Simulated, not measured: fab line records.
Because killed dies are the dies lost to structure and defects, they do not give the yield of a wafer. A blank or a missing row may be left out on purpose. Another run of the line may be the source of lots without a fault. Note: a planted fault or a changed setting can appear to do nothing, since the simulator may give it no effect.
What tool caused it? / flow nand_harc / 39 wafers from 13 lots sampled at 5 of the route's 1159 steps

== WHAT THE GAUGES SHOWED, per wafer ==
NHARC_END_SORT_01. Usual: killed_at_array 27, standard deviation 11; killed_at_other 0.7, standard deviation 1.1; killed_at_periphery 3.4, standard deviation 2.1; killed_dies 31, standard deviation 12; killed_open 3.6, standard deviation 2; killed_short 2.0, standard deviation 1.3.
lot=L416; measured=day 19 18:46; on=prober-02; killed_at_array=21 36 38; killed_at_other=0 0 0; killed_at_periphery=5 3 6; killed_dies=26 39 44; killed_open=0 3 6; killed_short=3 3 2; flag=
lot=L418; measured=day 19 18:43; on=prober-01; killed_at_array=16 15 16; killed_at_other=1 0 0; killed_at_periphery=3 4 2; killed_dies=20 19 18; killed_open=6 3 5; killed_short=2 2 0; flag=
lot=L417; measured=day 20 03:17; on=prober-02; killed_at_array=26 18 22; killed_at_other=1 0 0; killed_at_periphery=1 5 3; killed_dies=28 23 25; killed_open=6 2 1; killed_short=1 3 2; flag=
lot=L420; measured=day 20 02:30; on=prober-01; killed_at_array=18 33 24; killed_at_other=1 2 0; killed_at_periphery=3 6 7; killed_dies=22 41 31; killed_open=2 4 1; killed_short=0 2 0; flag=
lot=L422; measured=day 20 16:48; on=prober-02; killed_at_array=11 14 15; killed_at_other=0 0 0; killed_at_periphery=5 5 1; killed_dies=16 19 16; killed_open=0 5 4; killed_short=0 0 0; flag=
lot=L419; measured=day 20 23:46; on=prober-01; killed_at_array=15 22 27; killed_at_other=2 0 0; killed_at_periphery=5 1 4; killed_dies=22 23 31; killed_open=6 0 3; killed_short=1 1 1; flag=
lot=L425; measured=day 21 18:22; on=prober-02; killed_at_array=19 19 11; killed_at_other=0 0 0; killed_at_periphery=3 2 3; killed_dies=22 21 14; killed_open=4 8 1; killed_short=2 3 3; flag=
lot=L428; measured=day 22 03:00; on=prober-01; killed_at_array=36 38 36; killed_at_other=0 0 0; killed_at_periphery=4 7 5; killed_dies=40 45 41; killed_open=6 2 6; killed_short=4 4 0; flag=
lot=L429; measured=day 22 02:53; on=prober-02; killed_at_array=12 34 25; killed_at_other=3 0 2; killed_at_periphery=3 1 1; killed_dies=18 35 28; killed_open=2 5 3; killed_short=3 1 1; flag=
lot=L427; measured=day 22 14:36; on=prober-02; killed_at_array=50 55 56; killed_at_other=1 1 0; killed_at_periphery=3 2 6; killed_dies=54 58 62; killed_open=7 4 3; killed_short=1 1 1; flag=
lot=L435; measured=day 23 19:14; on=prober-01; killed_at_array=16 15 20; killed_at_other=0 0 1; killed_at_periphery=0 1 5; killed_dies=16 16 26; killed_open=1 2 3; killed_short=1 2 2; flag=
lot=L438; measured=day 24 18:59; on=prober-01; killed_at_array=14 20 20; killed_at_other=0 0 0; killed_at_periphery=1 2 3; killed_dies=15 22 23; killed_open=2 1 4; killed_short=3 3 3; flag=
lot=L437; measured=day 25 12:18; on=prober-01; killed_at_array=30 26 30; killed_at_other=4 4 2; killed_at_periphery=6 2 2; killed_dies=40 32 34; killed_open=4 6 5; killed_short=2 1 1; flag=

== WHAT TOOL EACH LOT RAN ON (gives the tool, then ch and the chambers of the sampled wafers, and finally the start) ==
lot=L416; NHARC_A_CONTACT_ETCH_138=har_cap_etch-03 ch 0,1, day 17 06:56; NHARC_A_CONTACT_ETCH_98=rie_diel-02 ch 0,1,2, day 17 08:38 or earlier; NHARC_A_CONTACT_ALD_18=ald_metal-03 ch 0,1,3, day 17 08:38; NHARC_A_BLC_SOFTBAKE_05=litho_track-04 ch 0, day 17 14:00
lot=L418; NHARC_A_CONTACT_ETCH_138=har_cap_etch-02 ch 0,1, day 17 08:59; NHARC_A_CONTACT_ETCH_98=rie_diel-12 ch 0,2,3, day 17 11:10 or earlier; NHARC_A_CONTACT_ALD_18=ald_metal-04 ch 0,2, day 17 11:10; NHARC_A_BLC_SOFTBAKE_05=litho_track-06 ch 0, day 17 15:00
lot=L417; NHARC_A_CONTACT_ETCH_138=har_cap_etch-03 ch 1, day 17 12:17; NHARC_A_CONTACT_ETCH_98=rie_diel-12 ch 0,2,3, day 17 13:04; NHARC_A_CONTACT_ALD_18=ald_metal-03 ch 0,1,3, day 17 14:08; NHARC_A_BLC_SOFTBAKE_05=litho_track-06 ch 0, day 17 15:00
lot=L420; NHARC_A_CONTACT_ETCH_138=har_cap_etch-03 ch 0,1, day 17 18:25; NHARC_A_CONTACT_ETCH_98=rie_diel-04 ch 0,2, day 17 20:12 or earlier; NHARC_A_CONTACT_ALD_18=ald_metal-02 ch 0,1,3, day 17 20:12; NHARC_A_BLC_SOFTBAKE_05=litho_track-01 ch 0, day 18 01:00
lot=L422; NHARC_A_CONTACT_ETCH_138=har_cap_etch-02 ch 0,1, day 18 11:01; NHARC_A_CONTACT_ETCH_98=rie_diel-02 ch 1,2,3, day 18 12:42 or earlier; NHARC_A_CONTACT_ALD_18=ald_metal-04 ch 0,1, day 18 12:42; NHARC_A_BLC_SOFTBAKE_05=litho_track-01 ch 0, day 18 17:00
lot=L419; NHARC_A_CONTACT_ETCH_138=har_cap_etch-01 ch 0,1, day 18 14:55; NHARC_A_CONTACT_ETCH_98=rie_diel-02 ch 0,1,3, day 18 16:43 or earlier; NHARC_A_CONTACT_ALD_18=ald_metal-03 ch 0,1,2, day 18 16:43; NHARC_A_BLC_SOFTBAKE_05=litho_track-04 ch 0, day 18 21:00
lot=L425; NHARC_A_CONTACT_ETCH_138=har_cap_etch-02 ch 0, day 19 15:58; NHARC_A_CONTACT_ETCH_98=rie_diel-12 ch 1,3, day 19 17:01; NHARC_A_CONTACT_ALD_18=ald_metal-03 ch 0,1,2, day 19 18:19; NHARC_A_BLC_SOFTBAKE_05=litho_track-01 ch 0, day 19 21:00
lot=L428; NHARC_A_CONTACT_ETCH_138=har_cap_etch-03 ch 1, day 19 23:44; NHARC_A_CONTACT_ETCH_98=rie_diel-12 ch 0,1,3, day 20 01:53 or earlier; NHARC_A_CONTACT_ALD_18=ald_metal-03 ch 0,2, day 20 01:53; NHARC_A_BLC_SOFTBAKE_05=litho_track-01 ch 0, day 20 04:00
lot=L429; NHARC_A_CONTACT_ETCH_138=har_cap_etch-01 ch 1, day 20 00:11; NHARC_A_CONTACT_ETCH_98=rie_diel-04 ch 0,1,3, day 20 01:51 or earlier; NHARC_A_CONTACT_ALD_18=ald_metal-04 ch 2,3, day 20 01:51; NHARC_A_BLC_SOFTBAKE_05=litho_track-01 ch 0, day 20 03:00
lot=L427; NHARC_A_CONTACT_ETCH_138=har_cap_etch-01 ch 0,1, day 20 06:17; NHARC_A_CONTACT_ETCH_98=rie_diel-12 ch 1,2,3, day 20 08:03 or earlier; NHARC_A_CONTACT_ALD_18=ald_metal-03 ch 0,3, day 20 08:03; NHARC_A_BLC_SOFTBAKE_05=litho_track-01 ch 0, day 20 14:00
lot=L435; NHARC_A_CONTACT_ETCH_138=har_cap_etch-02 ch 0,1, day 21 12:25; NHARC_A_CONTACT_ETCH_98=rie_diel-12 ch 1,2,3, day 21 14:32 or earlier; NHARC_A_CONTACT_ALD_18=ald_metal-04 ch 0,1,2, day 21 14:32; NHARC_A_BLC_SOFTBAKE_05=litho_track-06 ch 0, day 21 16:00
lot=L438; NHARC_A_CONTACT_ETCH_138=har_cap_etch-03 ch 0,1, day 22 12:02; NHARC_A_CONTACT_ETCH_98=rie_diel-04 ch 0,1, day 22 12:42; NHARC_A_CONTACT_ALD_18=ald_metal-03 ch 1,2,3, day 22 14:10; NHARC_A_BLC_SOFTBAKE_05=litho_track-06 ch 0, day 22 17:00
lot=L437; NHARC_A_CONTACT_ETCH_138=har_cap_etch-03 ch 0,1, day 22 18:29; NHARC_A_CONTACT_ETCH_98=rie_diel-12 ch 1,2, day 22 20:14 or earlier; NHARC_A_CONTACT_ALD_18=ald_metal-03 ch 2,3, day 22 20:14; NHARC_A_BLC_SOFTBAKE_05=litho_track-06 ch 0, day 23 01:00
- NHARC_A_CONTACT_ETCH_138: etches the open film in C4F8/O2/Ar, time 132 s, target depth 1289 nm.
- NHARC_A_CONTACT_ETCH_98: etches the open film in C4F6/O2, target depth 20 nm, time 10 s.
- NHARC_A_CONTACT_ALD_18: deposits TiN, target thk 3 nm, pulse time 1 s, ald cycles 150.
- NHARC_A_BLC_SOFTBAKE_05: time 55 s.

== AS READ BY THE TOOLS THEMSELVES (means over the sampled wafers that have a number; for cases with no such wafer, the mark the record gives instead) ==
NHARC_A_CONTACT_ETCH_98. Usual: drypump_motor_current_A 5.4 A, standard deviation 0.45; oes_product_au 0.965 a.u., standard deviation 0.023; rf_fwd_power_W 587.2 W, standard deviation 2.8; rf_vpp_V 546.6 V, standard deviation 2.9; showerhead_plenum_p_Torr 3.91 Torr, standard deviation 0.13; throttle_valve_pct 26.904 %, standard deviation 0.0096.
lot=L416; tool=rie_diel-02; drypump_motor_current_A (A)=5.6; oes_product_au (a.u.)=0.979; rf_fwd_power_W (W)=584.7; rf_vpp_V (V)=548.6; showerhead_plenum_p_Torr (Torr)=4.01; throttle_valve_pct (%)=26.909; flag=
lot=L418; tool=rie_diel-12; drypump_motor_current_A (A)=5.6; oes_product_au (a.u.)=1.011; rf_fwd_power_W (W)=587.8; rf_vpp_V (V)=544.5; showerhead_plenum_p_Torr (Torr)=3.83; throttle_valve_pct (%)=26.900; flag=
lot=L417; tool=rie_diel-12; drypump_motor_current_A (A)=5.6; oes_product_au (a.u.)=0.954; rf_fwd_power_W (W)=588.5; rf_vpp_V (V)=545.5; showerhead_plenum_p_Torr (Torr)=3.83; throttle_valve_pct (%)=26.899; flag=
lot=L420; tool=rie_diel-04; drypump_motor_current_A (A)=5.7; oes_product_au (a.u.)=0.956; rf_fwd_power_W (W)=588.4; rf_vpp_V (V)=546.2; showerhead_plenum_p_Torr (Torr)=3.88; throttle_valve_pct (%)=26.907; flag=
lot=L422; tool=rie_diel-02; drypump_motor_current_A (A)=5.4; oes_product_au (a.u.)=0.970; rf_fwd_power_W (W)=586.8; rf_vpp_V (V)=549.2; showerhead_plenum_p_Torr (Torr)=4.03; throttle_valve_pct (%)=26.907; flag=
lot=L419; tool=rie_diel-02; drypump_motor_current_A (A)=5.6; oes_product_au (a.u.)=0.967; rf_fwd_power_W (W)=586.1; rf_vpp_V (V)=546.6; showerhead_plenum_p_Torr (Torr)=3.91; throttle_valve_pct (%)=26.904; flag=
lot=L425; tool=rie_diel-12; drypump_motor_current_A (A)=5.7; oes_product_au (a.u.)=0.965; rf_fwd_power_W (W)=590.1; rf_vpp_V (V)=545.9; showerhead_plenum_p_Torr (Torr)=3.86; throttle_valve_pct (%)=26.903; flag=
lot=L428; tool=rie_diel-12; drypump_motor_current_A (A)=5.5; oes_product_au (a.u.)=0.932; rf_fwd_power_W (W)=589.7; rf_vpp_V (V)=546.4; showerhead_plenum_p_Torr (Torr)=3.91; throttle_valve_pct (%)=26.913; flag=
lot=L429; tool=rie_diel-04; drypump_motor_current_A (A)=5.3; oes_product_au (a.u.)=0.953; rf_fwd_power_W (W)=588.7; rf_vpp_V (V)=545.7; showerhead_plenum_p_Torr (Torr)=3.83; throttle_valve_pct (%)=26.907; flag=
lot=L427; tool=rie_diel-12; drypump_motor_current_A (A)=5.4; oes_product_au (a.u.)=0.937; rf_fwd_power_W (W)=588.1; rf_vpp_V (V)=546.2; showerhead_plenum_p_Torr (Torr)=3.89; throttle_valve_pct (%)=26.893; flag=
lot=L435; tool=rie_diel-12; drypump_motor_current_A (A)=5.4; oes_product_au (a.u.)=0.945; rf_fwd_power_W (W)=588.9; rf_vpp_V (V)=546.9; showerhead_plenum_p_Torr (Torr)=3.89; throttle_valve_pct (%)=26.900; flag=
lot=L438; tool=rie_diel-04; drypump_motor_current_A (A)=5.1; oes_product_au (a.u.)=0.956; rf_fwd_power_W (W)=588.1; rf_vpp_V (V)=545.7; showerhead_plenum_p_Torr (Torr)=3.87; throttle_valve_pct (%)=26.899; flag=
lot=L437; tool=rie_diel-12; drypump_motor_current_A (A)=4.9; oes_product_au (a.u.)=0.993; rf_fwd_power_W (W)=586.9; rf_vpp_V (V)=548.0; showerhead_plenum_p_Torr (Torr)=4.00; throttle_valve_pct (%)=26.913; flag=

NHARC_A_CONTACT_ALD_18. Usual: heater_power_w 1160 W, standard deviation 160; precursor_pulse_height_rel 1.002, standard deviation 0.02.
lot=L416; tool=ald_metal-03; heater_power_w (W)=1255; precursor_pulse_height_rel=0.996; flag=
lot=L418; tool=ald_metal-04; heater_power_w (W)=1068; precursor_pulse_height_rel=1.003; flag=
lot=L417; tool=ald_metal-03; heater_power_w (W)=1274; precursor_pulse_height_rel=0.997; flag=
lot=L420; tool=ald_metal-02; heater_power_w (W)=981; precursor_pulse_height_rel=1.020; flag=
lot=L422; tool=ald_metal-04; heater_power_w (W)=1040; precursor_pulse_height_rel=1.001; flag=
lot=L419; tool=ald_metal-03; heater_power_w (W)=1207; precursor_pulse_height_rel=0.992; flag=
lot=L425; tool=ald_metal-03; heater_power_w (W)=1238; precursor_pulse_height_rel=0.999; flag=
lot=L428; tool=ald_metal-03; heater_power_w (W)=1158; precursor_pulse_height_rel=1.019; flag=
lot=L429; tool=ald_metal-04; heater_power_w (W)=1178; precursor_pulse_height_rel=0.991; flag=
lot=L427; tool=ald_metal-03; heater_power_w (W)=1217; precursor_pulse_height_rel=1.012; flag=
lot=L435; tool=ald_metal-04; heater_power_w (W)=1115; precursor_pulse_height_rel=0.983; flag=
lot=L438; tool=ald_metal-03; heater_power_w (W)=1135; precursor_pulse_height_rel=0.998; flag=
lot=L437; tool=ald_metal-03; heater_power_w (W)=1041; precursor_pulse_height_rel=1.026; flag=

NHARC_A_BLC_SOFTBAKE_05. Usual: heater_power_total_W at 188.46 W, with a standard deviation of 0.15.
lot=L416; tool=litho_track-04; heater_power_total_W (W)=188.48; flag=
lot=L418; tool=litho_track-06; heater_power_total_W (W)=188.51; flag=
lot=L417; tool=litho_track-06; heater_power_total_W (W)=188.51; flag=
lot=L420; tool=litho_track-01; heater_power_total_W (W)=188.50; flag=
lot=L422; tool=litho_track-01; heater_power_total_W (W)=188.37; flag=
lot=L419; tool=litho_track-04; heater_power_total_W (W)=188.39; flag=
lot=L425; tool=litho_track-01; heater_power_total_W (W)=188.45; flag=
lot=L428; tool=litho_track-01; heater_power_total_W (W)=163.60; flag=OFF
lot=L429; tool=litho_track-01; heater_power_total_W (W)=163.55; flag=OFF
lot=L427; tool=litho_track-01; heater_power_total_W (W)=163.71; flag=OFF
lot=L435; tool=litho_track-06; heater_power_total_W (W)=188.35; flag=
lot=L438; tool=litho_track-06; heater_power_total_W (W)=188.42; flag=
lot=L437; tool=litho_track-06; heater_power_total_W (W)=188.36; flag=

== THE ANSWER, worked out from the rows above alone ==
Rule: a lot counts as off when the mean over its wafers that have a number is more than 3 standard deviations away from the usual mean. Also off: a lot with no number at a reading for which 4 or more lots have one. All remaining lots with rows at the step are treated as sound. The gauges are gone through in route order, then the tools' own readings, and for those a lot's mean is taken as printed above. The first step at which some lot is off is used, and at that step the reading that is off furthest; a lot without a number counts as furthest.
Off: L428, L429, L427, at NHARC_A_BLC_SOFTBAKE_05 (heater_power_total_W).
A tool fits if, at that step or a process step before it, it ran every lot that is off, and no sound lot after the first of them. Because NHARC_A_CONTACT_ETCH_98 lacks a start for some lots, the hours and order of its lots are taken from NHARC_A_CONTACT_ALD_18. One fits: litho_track-01 at NHARC_A_BLC_SOFTBAKE_05. A fault onset in the window from L425 (day 19 21:00, its last sound lot) to L429 (day 20 03:00, its first lot off) fits.
The tool's own readings at NHARC_A_BLC_SOFTBAKE_05 bear it out: on the lots that are off they differ by more than 5 times the standard deviation of the sound lots' means. heater_power_total_W reads 163.62 W there against 188.43 W on the sound lots.

== WHAT THE SIMULATOR HAD PUT IN ==
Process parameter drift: litho_track-01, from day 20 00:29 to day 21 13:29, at NHARC_A_BLC_SOFTBAKE_05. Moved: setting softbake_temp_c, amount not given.
Struck lots among those shown: L429, L428, L427. The rule above found the same.
